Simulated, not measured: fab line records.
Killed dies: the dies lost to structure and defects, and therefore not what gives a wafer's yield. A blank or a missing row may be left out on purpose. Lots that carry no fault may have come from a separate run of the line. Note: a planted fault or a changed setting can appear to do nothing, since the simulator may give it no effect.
fab line records	flow n5Finfet	part 1 of 2: steps 1 to 4 of 6
record lots=20	wafers=60	lastDay=18
route steps=1938 shown BEOL_M12@1636 BEOL_M13@1673
lots that met no fault: from a run of the same line without faults
startH: hours from the record's first day to the start of the lot's first wafer shown	waitH: hours from the lot's prior step to this one	" unchanged from the row above	L1.1+2: a single row standing in for several wafers	- no value present, or no start provided	* or withheld: withheld	< > ~ a bound
route shown NAME@n: a module of which the file shows steps, and the number in the route of the first	usual: average and standard deviation across the fault-free wafers	same: alike in all rows	chamber/n: place in a boat	sites: the reading at each site	_std_site: the values' standard deviation	_edge_site: outer sites' mean less inner sites'	radiusMm: for every site, how far away it sits from the centre of the wafer	mask NAME#n: copy n	behind: tool/chamber where the wafer was last shaped	hold: what put the lot on hold/how long, in hours/how the hold closed	device: which transistor (n, p or np) failed to switch	end of line: at the end of the route, the tests of the same wafers	for a step that has no rows: nothing shown but its recipe	killed: at the first sort, the dies lost to defects and structure; wafer yield is something else	map: a wafer's dies, marking killed ones x, the rest . and places with no die _
set.NAME: the setting that was run; set.NAME@STEP: the one run at that earlier step	model.NAME: the simulator's own value behind a step, which no gauge read
steps of the route over a sample of lots; a table a step, a row a wafer
services: when a tool's chamber went out of use (startH, in hours from the record's first day, below 0 if earlier), for how many hours, and the reason
## steps
# step N5_BEOL_M12_ETCH_67
# recipe chemistry=CF4	target=SiARC	targetDepthA=1430	timeS=238.3	ionEnergyEv=80	pressureMtorr=40	sourceW=545	biasW=36	Ar_flow_sccm=100	cf4FlowSccm=100	ends=cleared
# usual drypumpMotorCurrentA=5.7/0.4	etchRfOnTimeS=236/7.4	oesProductAu=0.72/0.069	rfFwdPowerW=543.1/1.8	rfVppV=184.4/1.1	showerheadPlenumPTorr=2.16/0.055	throttleValvePct=15.51/0.18
lot.wafer	tool	chamber	startH	waitH	drypumpMotorCurrentA	etchRfOnTimeS	oesProductAu	rfFwdPowerW	rfHoursCounterH	rfVppV	showerheadPlenumPTorr	throttleValvePct
L074.3	rieDiel-05	0	238.51	0.0	5.3	249	0.74	542.9	30	182.3	2.09	15.43
L074.4	"	1	"	"	6.2	235	0.74	543.6	52	185.1	2.18	15.30
L074.6	"	0	"	"	5.3	249	0.74	544.1	-	182.8	2.10	15.44
L075.1	rieDiel-06	2	254.35	0.0	6.4	237	0.77	544.6	39	183.6	2.17	15.33
L075.2	"	0	"	"	5.3	245	0.57	542.0	233	183.3	2.05	15.89
L075.4	"	3	"	"	5.7	230	0.73	540.5	46	184.2	2.18	15.32
L076.2	rieDiel-06	3	272.70	0.0	5.7	234	0.73	540.8	53	185.2	2.17	15.34
L076.3	"	2	"	"	6.4	240	0.76	544.7	45	183.9	2.16	15.33
L076.4	"	0	"	"	5.3	248	0.56	541.8	240	184.0	2.05	15.88
L079.3	rieDiel-05	2	274.37	0.0	5.7	239	0.63	543.7	158	183.7	2.23	15.72
L079.4	"	2	"	"	5.7	236	0.64	542.0	-	184.3	2.23	15.72
L079.6	"	1	"	"	6.1	234	0.72	543.4	-	185.4	2.18	15.35
L081.2	rieDiel-05	2	277.49	0.0	5.7	237	0.63	546.2	159	183.5	2.23	15.73
L081.3	"	0	"	"	5.4	254	0.71	545.2	47	182.4	2.09	15.45
L081.5	"	1	"	"	6.1	235	0.71	541.4	-	183.4	2.18	15.34
L082.3	rieDiel-04	3	290.88	0.0	5.3	220	0.84	543.1	5	183.6	2.11	15.54
L082.4	"	0	"	"	5.3	231	0.76	543.0	34	184.9	2.18	15.52
L082.6	"	1	"	"	5.4	232	0.79	543.6	-	184.6	2.18	15.37
L078.1	rieDiel-06	3	299.88	0.0	5.7	232	0.71	540.6	62	184.8	2.17	15.35
L078.4	"	2	"	"	6.4	238	0.75	546.0	54	185.1	2.16	15.36
L078.5	"	0	"	"	5.4	245	0.56	544.3	-	184.1	2.05	15.92
L083.4	rieDiel-06	3	302.92	0.1	5.7	232	0.71	542.9	-	185.4	2.17	15.36
L083.5	"	1	"	"	6.5	228	0.78	544.8	-	185.0	2.20	15.34
L083.6	"	2	"	"	6.4	238	0.75	545.2	-	185.3	2.16	15.36
L084.2	rieDiel-06	2	308.61	0.0	6.3	238	0.76	544.1	57	185.0	2.16	15.36
L084.4	"	1	"	"	6.5	230	0.77	542.6	-	186.2	2.20	15.35
L084.6	"	3	"	"	5.7	236	0.70	544.1	-	183.3	2.17	15.36
L085.1	rieDiel-05	1	324.75	0.0	6.1	235	0.69	544.2	89	186.6	2.17	15.35
L085.2	"	2	"	"	5.7	235	0.63	542.3	178	187.3	2.22	15.75
L085.6	"	3	"	"	6.1	231	0.85	545.0	-	182.9	2.10	15.40
L086.2	rieDiel-04	1	326.79	0.0	5.4	230	0.78	542.8	28	186.1	2.18	15.40
L086.5	"	0	"	"	5.3	230	0.75	543.1	-	184.0	2.18	15.56
L086.6	"	1	"	"	5.4	230	0.78	543.8	-	185.2	2.18	15.38
L088.1	rieDiel-05	1	337.35	0.0	6.1	236	0.69	543.6	93	183.5	2.17	15.40
L088.2	"	2	"	"	5.7	234	0.63	543.6	182	184.7	2.22	15.75
L088.3	"	3	"	"	6.1	229	0.84	545.7	9	184.9	2.10	15.38
L087.2	rieDiel-06	1	344.61	0.0	6.5	229	0.75	539.6	55	184.6	2.19	15.36
L087.3	"	0	"	"	5.4	240	0.82	541.4	9	184.8	2.30	15.45
L087.6	"	2	"	"	6.4	239	0.74	547.1	-	184.6	2.16	15.38
L090.1	rieDiel-04	0	355.76	0.0	5.3	232	0.73	543.0	51	185.1	2.17	15.53
L090.3	"	3	"	"	5.3	227	0.77	542.2	30	185.5	2.10	15.60
L090.5	"	1	"	"	5.4	234	0.75	544.7	-	185.7	2.17	15.39
L089.2	rieDiel-04	1	362.06	0.0	5.4	233	0.75	542.6	43	184.1	2.17	15.39
L089.4	"	3	"	"	5.3	227	0.76	544.5	32	183.3	2.10	15.57
L089.6	"	0	"	"	5.3	233	0.73	541.0	-	184.4	2.17	15.57
L092.1	rieDiel-05	2	374.57	0.0	5.7	233	0.61	543.8	196	185.2	2.22	15.80
L092.3	"	3	"	"	6.1	228	0.81	545.2	21	183.5	2.10	15.41
L092.4	"	1	"	"	6.2	235	0.68	541.1	107	184.4	2.16	15.39
L095.1	rieDiel-06	3	379.07	0.0	5.7	232	0.69	543.5	87	183.9	2.16	15.40
L095.2	"	1	"	"	6.5	228	0.75	541.5	65	185.3	2.19	15.38
L095.4	"	0	"	"	5.3	240	0.79	540.9	18	185.2	2.29	15.48
L093.1	rieDiel-05	3	381.41	0.0	6.1	229	0.81	544.5	24	184.0	2.10	15.44
L093.5	"	1	"	"	6.1	236	0.68	542.1	-	184.2	2.16	15.42
L093.6	"	0	"	"	5.3	253	0.67	542.1	-	182.9	2.08	15.55
L096.4	rieDiel-06	0	388.35	0.0	5.3	238	0.80	543.9	22	186.2	2.29	15.48
L096.5	"	0	"	"	5.3	237	0.79	539.1	-	186.5	2.29	15.48
L096.6	"	3	"	"	5.7	231	0.69	545.9	-	183.6	2.16	15.40
L097.2	rieDiel-04	1	392.18	0.0	5.4	234	0.73	545.8	55	183.9	2.17	15.44
L097.4	"	0	"	"	5.3	235	0.71	543.6	64	185.5	2.17	15.58
L097.5	"	2	"	"	5.9	243	0.62	543.6	-	185.1	2.22	15.88
# step N5_BEOL_M12_STRIP_37
# recipe chemistry=N2/H2	powerW=1000	tempC=250	h2Frac=0.65	overashFraction=0.3	pressureMtorr=withheld	n2FlowSccm=1750	h2FlowSccm=3250
# usual drypumpMotorCurrentA=5.7/0.54	heaterPowerW=349/20	oesProductAu=0.791/0.0091
lot.wafer	tool	chamber	startH	waitH	drypumpMotorCurrentA	heaterPowerW	oesProductAu	rfHoursCounterH
L074.3	plasmaAsher-02	0	239.05	0.1	5.8	323	0.795	-
L074.4	"	1	"	"	5.5	346	0.799	-
L074.6	"	1	"	"	5.4	350	0.786	-
L075.1	plasmaAsher-01	0	254.94	0.1	5.1	368	0.795	74
L075.2	"	1	"	"	6.4	339	0.782	74
L075.4	"	0	"	"	5.1	373	0.779	-
L076.2	plasmaAsher-01	0	273.23	0.0	5.1	377	0.790	81
L076.3	"	0	"	"	5.1	378	0.804	-
L076.4	"	1	"	"	6.4	332	0.790	-
L079.3	plasmaAsher-01	1	277.09	2.2	6.4	341	0.789	-
L079.4	"	0	"	"	5.1	370	0.786	-
L079.6	"	0	"	"	5.1	371	0.794	-
L081.2	plasmaAsher-01	1	278.33	0.4	6.4	319	0.794	84
L081.3	"	0	"	"	5.1	377	0.793	-
L081.5	"	1	"	"	6.4	338	0.778	-
L082.3	plasmaAsher-01	1	291.42	0.1	6.5	337	0.801	-
L082.4	"	0	"	"	5.1	385	0.788	-
L082.6	"	0	"	"	5.1	375	0.785	-
L078.1	plasmaAsher-02	1	300.40	0.0	5.5	350	0.792	124
L078.4	"	1	"	"	5.5	349	0.808	-
L078.5	"	1	"	"	5.5	360	0.789	-
L083.4	plasmaAsher-02	0	303.39	0.1	5.8	323	0.786	-
L083.5	"	0	"	"	5.9	335	0.792	-
L083.6	"	1	"	"	5.5	349	0.795	-
L084.2	plasmaAsher-01	1	309.13	0.0	6.5	335	0.792	90
L084.4	"	0	"	"	5.1	372	0.799	-
L084.6	"	0	"	"	5.1	379	0.790	-
L085.1	plasmaAsher-01	1	325.27	0.0	6.4	342	0.790	93
L085.2	"	0	"	"	5.1	373	0.779	93
L085.6	"	0	"	"	5.1	372	0.786	-
L086.2	plasmaAsher-01	1	327.32	0.0	6.4	339	0.803	93
L086.5	"	1	"	"	6.4	338	0.793	-
L086.6	"	0	"	"	5.1	374	0.780	-
L088.1	plasmaAsher-02	0	337.87	0.0	5.8	327	0.781	131
L088.2	"	1	"	"	5.5	345	0.790	131
L088.3	"	1	"	"	5.5	337	0.773	-
L087.2	plasmaAsher-01	1	345.13	0.0	6.4	324	0.791	97
L087.3	"	0	"	"	5.1	381	0.801	-
L087.6	"	0	"	"	5.1	383	0.782	-
L090.1	plasmaAsher-02	1	356.29	0.0	5.5	342	0.792	134
L090.3	"	0	"	"	5.8	326	0.788	-
L090.5	"	1	"	"	5.5	348	0.789	-
L089.2	plasmaAsher-01	1	362.58	0.0	6.4	331	0.788	101
L089.4	"	1	"	"	6.4	333	0.774	-
L089.6	"	0	"	"	5.1	378	0.785	-
L092.1	plasmaAsher-02	0	375.09	0.0	5.8	321	0.804	138
L092.3	"	0	"	"	5.8	334	0.789	-
L092.4	"	1	"	"	5.5	346	0.794	-
L095.1	plasmaAsher-02	1	379.60	0.0	5.5	345	0.793	139
L095.2	"	0	"	"	5.8	321	0.781	139
L095.4	"	0	"	"	5.8	327	0.788	-
L093.1	plasmaAsher-02	0	381.93	0.0	5.8	327	0.797	140
L093.5	"	1	"	"	5.5	342	0.795	-
L093.6	"	0	"	"	5.8	330	0.802	-
L096.4	plasmaAsher-02	1	388.89	0.1	5.5	348	0.802	-
L096.5	"	0	"	"	5.8	336	0.805	-
L096.6	"	1	"	"	5.5	351	0.801	-
L097.2	plasmaAsher-01	0	392.70	0.0	5.1	375	0.767	107
L097.4	"	1	"	"	6.4	341	0.803	-
L097.5	"	1	"	"	6.5	337	0.791	-
# step N5_BEOL_M13_ETCH_59
# recipe chemistry=N2/H2	target=BARC	targetDepthA=890	overetchA=267	timeS=67.9	ionEnergyEv=200	pressureMtorr=30	sourceW=840	biasW=150	n2FlowSccm=200	h2FlowSccm=200
# usual drypumpMotorCurrentA=6.0/0.41	oesProductAu=0.68/0.073	rfFwdPowerW=833/3.7	rfVppV=523.7/2.9	showerheadPlenumPTorr=2.53/0.098	throttleValvePct=17.82/0.24
# same timeS=67.9
lot.wafer	tool	chamber	startH	waitH	drypumpMotorCurrentA	oesProductAu	rfFwdPowerW	rfHoursCounterH	rfVppV	showerheadPlenumPTorr	throttleValvePct
L074.3	rieDiel-01	1	248.85	0.0	6.0	0.75	833	45	523.6	2.48	17.85
L074.4	"	2	"	"	6.0	0.61	833	182	526.2	2.62	18.07
L074.6	"	0	"	"	6.2	0.77	828	-	525.2	2.56	17.41
L075.1	rieDiel-03	0	258.60	0.0	5.3	0.67	831	133	523.8	2.54	17.70
L075.2	"	3	"	"	6.4	0.60	840	222	524.7	2.61	17.97
L075.4	"	1	"	"	5.8	0.77	832	30	522.1	2.49	17.57
L076.2	rieDiel-03	2	277.48	0.0	6.6	0.60	829	247	523.8	2.50	18.00
L076.3	"	0	"	"	5.2	0.66	829	139	524.1	2.53	17.73
L076.4	"	0	"	"	5.2	0.66	829	-	523.1	2.53	17.74
L079.3	rieDiel-03	2	281.99	0.0	6.6	0.60	828	250	521.3	2.50	18.00
L079.4	"	0	"	"	5.2	0.66	834	141	525.0	2.53	17.72
L079.6	"	3	"	"	6.5	0.59	836	-	524.7	2.61	18.00
L081.2	rieDiel-02	3	282.51	0.0	5.9	0.62	825	206	519.8	2.42	17.83
L081.3	"	2	"	"	5.7	0.80	834	18	528.0	2.71	17.93
L081.5	"	0	"	"	6.7	0.71	833	-	525.2	2.57	17.40
L082.3	rieDiel-02	1	297.81	0.0	5.8	0.61	835	193	520.8	2.40	18.15
L082.4	"	3	"	"	5.8	0.62	831	210	520.1	2.42	17.83
L082.6	"	0	"	"	6.7	0.71	833	-	524.4	2.57	17.42
L078.1	rieDiel-03	0	303.76	0.0	5.2	0.65	835	150	523.0	2.53	17.73
L078.4	"	0	"	"	5.2	0.66	835	-	523.8	2.53	17.73
L078.5	"	1	"	"	5.8	0.75	836	-	521.3	2.48	17.59
L083.4	rieDiel-02	3	307.05	0.0	5.9	0.61	836	213	520.2	2.42	17.85
L083.5	"	1	"	"	5.7	0.61	833	-	520.3	2.40	18.18
L083.6	"	2	"	"	5.7	0.78	833	-	527.4	2.71	17.95
L084.2	rieDiel-02	1	312.77	0.0	5.7	0.61	836	199	520.1	2.40	18.17
L084.4	"	2	"	"	5.7	0.77	830	28	527.7	2.71	17.93
L084.6	"	1	"	"	5.8	0.61	836	-	519.5	2.40	18.17
L085.1	rieDiel-02	2	333.56	0.0	5.7	0.77	832	35	528.4	2.70	17.94
L085.2	"	0	"	"	6.7	0.69	831	97	524.2	2.56	17.44
L085.6	"	1	"	"	5.7	0.61	834	-	519.8	2.40	18.18
L086.2	rieDiel-03	0	333.79	0.0	5.2	0.65	831	159	523.2	2.53	17.76
L086.5	"	3	"	"	6.4	0.59	839	-	525.7	2.60	18.01
L086.6	"	0	"	"	5.2	0.65	828	-	523.5	2.52	17.75
L088.1	rieDiel-02	2	341.84	0.0	5.7	0.76	834	38	530.0	2.70	17.96
L088.2	"	0	"	"	6.7	0.70	832	100	525.8	2.56	17.45
L088.3	"	3	"	"	5.8	0.61	832	225	520.2	2.41	17.84
L087.2	rieDiel-02	0	349.03	0.0	6.7	0.69	834	103	524.6	2.56	17.45
L087.3	"	2	"	"	5.7	0.75	830	41	528.8	2.70	17.99
L087.6	"	2	"	"	5.7	0.75	830	-	529.5	2.70	17.96
L090.1	rieDiel-02	2	362.07	0.0	5.7	0.76	826	45	527.8	2.70	17.98
L090.3	"	1	"	"	5.7	0.60	841	212	520.0	2.39	18.20
L090.5	"	2	"	"	5.7	0.75	828	-	527.3	2.70	17.99
L089.2	rieDiel-01	0	367.74	0.0	6.2	0.73	827	56	525.0	2.55	17.44
L089.4	"	1	"	"	6.1	0.72	833	78	522.0	2.47	17.90
L089.6	"	0	"	"	6.2	0.73	825	-	526.5	2.55	17.44
L092.1	rieDiel-02	0	377.59	0.0	6.7	0.69	832	110	524.9	2.56	17.46
L092.3	"	2	"	"	5.7	0.74	834	49	528.0	2.70	18.01
L092.4	"	1	"	"	5.8	0.60	831	216	521.7	2.39	18.21
L095.1	rieDiel-01	2	386.31	0.0	6.0	0.59	834	220	525.5	2.60	18.14
L095.2	"	1	"	"	6.0	0.71	835	85	521.4	2.46	17.94
L095.4	"	0	"	"	6.2	0.72	829	-	524.6	2.54	17.44
L093.1	rieDiel-03	3	389.89	0.0	6.5	0.79	836	8	525.8	2.59	17.63
L093.5	"	2	"	"	6.6	0.76	827	-	522.5	2.49	17.70
L093.6	"	3	"	"	6.4	0.79	836	-	527.0	2.59	17.63
L096.4	rieDiel-03	0	396.44	0.0	5.3	0.63	833	182	523.9	2.52	17.79
L096.5	"	3	"	"	6.4	0.79	837	-	526.0	2.59	17.64
L096.6	"	2	"	"	6.6	0.74	830	-	523.2	2.49	17.70
L097.2	rieDiel-02	3	397.99	0.0	5.8	0.61	829	240	519.4	2.41	17.88
L097.4	"	2	"	"	5.7	0.73	835	54	528.4	2.69	17.98
L097.5	"	2	"	"	5.7	0.74	831	-	528.7	2.69	17.98
# step N5_BEOL_M13_VIA_ETCH_16
# recipe chemistry=C4F8/O2/Ar	target=SiOC	pressureMtorr=30	sourceW=3000	biasW=700	Ar_flow_sccm=400	C4F8_flow_sccm=15	O2_flow_sccm=8	heInnerTorr=15	heOuterTorr=30	targetDepthA=9217	timeS=withheld	ionEnergyEv=250	ends=cleared
# usual drypumpMotorCurrentA=6.0/0.41	oesProductAu=0.72/0.085	rfFwdPowerW=2992/9.5	rfVppV=665/3.4	showerheadPlenumPTorr=3.40/0.12	throttleValvePct=24.13/0.28
lot.wafer	tool	chamber	startH	waitH	drypumpMotorCurrentA	oesProductAu	rfFwdPowerW	rfVppV	showerheadPlenumPTorr	throttleValvePct
L074.3	rieDiel-01	1	248.91	0.0	6.1	0.80	2989	662	3.34	24.27
L074.4	"	2	"	"	6.0	0.63	2981	669	3.52	24.36
L074.6	"	0	"	"	6.2	0.83	2981	668	3.49	24.02
L075.1	rieDiel-03	0	258.65	0.0	5.3	0.70	3005	667	3.40	23.98
L075.2	"	3	"	"	6.4	0.63	2999	668	3.48	24.08
L075.4	"	1	"	"	5.9	0.83	2978	664	3.34	23.99
L076.2	rieDiel-03	2	277.53	0.0	6.6	0.63	2989	664	3.32	23.99
L076.3	"	0	"	"	5.3	0.69	2987	664	3.39	23.97
L076.4	"	0	"	"	5.3	0.69	2996	666	3.39	23.98
L079.3	rieDiel-03	2	282.05	0.0	6.6	0.63	2992	665	3.32	23.99
L079.4	"	0	"	"	5.3	0.69	2977	666	3.39	23.97
L079.6	"	3	"	"	6.4	0.63	2990	670	3.47	24.10
L081.2	rieDiel-02	3	282.57	0.0	5.9	0.65	2993	660	3.24	23.88
L081.3	"	2	"	"	5.7	0.86	2995	672	3.60	24.23
L081.5	"	0	"	"	6.7	0.76	2981	668	3.46	23.83
L082.3	rieDiel-02	1	297.87	0.0	5.8	0.64	3004	660	3.27	24.69
L082.4	"	3	"	"	5.8	0.65	2993	661	3.24	23.88
L082.6	"	0	"	"	6.7	0.77	2981	667	3.46	23.84
L078.1	rieDiel-03	0	303.81	0.0	5.2	0.69	2986	665	3.39	24.00
L078.4	"	0	"	"	5.2	0.68	2993	666	3.39	23.99
L078.5	"	1	"	"	5.8	0.81	3005	663	3.33	24.01
L083.4	rieDiel-02	3	307.10	0.0	5.9	0.64	2995	661	3.24	23.87
L083.5	"	1	"	"	5.7	0.63	3006	662	3.27	24.70
L083.6	"	2	"	"	5.7	0.84	3009	671	3.60	24.24
L084.2	rieDiel-02	1	312.83	0.0	5.7	0.63	2984	661	3.27	24.68
L084.4	"	2	"	"	5.7	0.85	2984	670	3.60	24.25
L084.6	"	1	"	"	5.7	0.64	2997	660	3.27	24.67
L085.1	rieDiel-02	2	333.61	0.0	5.7	0.84	2993	670	3.59	24.25
L085.2	"	0	"	"	6.7	0.74	2993	665	3.45	23.87
L085.6	"	1	"	"	5.7	0.63	3016	662	3.26	24.70
L086.2	rieDiel-03	0	333.85	0.0	5.3	0.67	3012	665	3.38	24.01
L086.5	"	3	"	"	6.4	0.61	2993	667	3.46	24.12
L086.6	"	0	"	"	5.2	0.68	3001	666	3.38	23.99
L088.1	rieDiel-02	2	341.90	0.0	5.7	0.82	2988	670	3.59	24.24
L088.2	"	0	"	"	6.7	0.73	2996	666	3.45	23.86
L088.3	"	3	"	"	5.8	0.63	2993	661	3.23	23.89
L087.2	rieDiel-02	0	349.08	0.0	6.6	0.73	2997	667	3.45	23.86
L087.3	"	2	"	"	5.7	0.82	2996	669	3.59	24.26
L087.6	"	2	"	"	5.7	0.83	2998	671	3.59	24.24
L090.1	rieDiel-02	2	362.12	0.0	5.7	0.81	2995	671	3.59	24.26
L090.3	"	1	"	"	5.7	0.63	3001	661	3.26	24.69
L090.5	"	2	"	"	5.7	0.82	3000	670	3.59	24.25
L089.2	rieDiel-01	0	367.79	0.0	6.2	0.77	2990	667	3.47	24.04
L089.4	"	1	"	"	6.1	0.76	2983	663	3.32	24.33
L089.6	"	0	"	"	6.2	0.77	2979	666	3.47	24.04
L092.1	rieDiel-02	0	377.64	0.0	6.7	0.74	2976	667	3.45	23.87
L092.3	"	2	"	"	5.8	0.82	2992	671	3.59	24.26
L092.4	"	1	"	"	5.7	0.62	3004	661	3.26	24.70
L095.1	rieDiel-01	2	386.36	0.0	6.0	0.61	3004	667	3.50	24.43
L095.2	"	1	"	"	6.0	0.74	2985	663	3.32	24.31
L095.4	"	0	"	"	6.2	0.77	2993	667	3.47	24.04
L093.1	rieDiel-03	3	389.94	0.0	6.4	0.83	2996	667	3.46	23.84
L093.5	"	2	"	"	6.6	0.79	2969	662	3.31	23.80
L093.6	"	3	"	"	6.4	0.83	2997	667	3.46	23.84
L096.4	rieDiel-03	0	396.49	0.0	5.2	0.67	2981	665	3.37	24.04
L096.5	"	3	"	"	6.5	0.82	3004	667	3.46	23.85
L096.6	"	2	"	"	6.6	0.79	2988	664	3.31	23.82
L097.2	rieDiel-02	3	398.04	0.0	5.8	0.63	2983	659	3.22	23.91
L097.4	"	2	"	"	5.8	0.81	2992	672	3.58	24.27
L097.5	"	2	"	"	5.7	0.80	2999	672	3.58	24.26
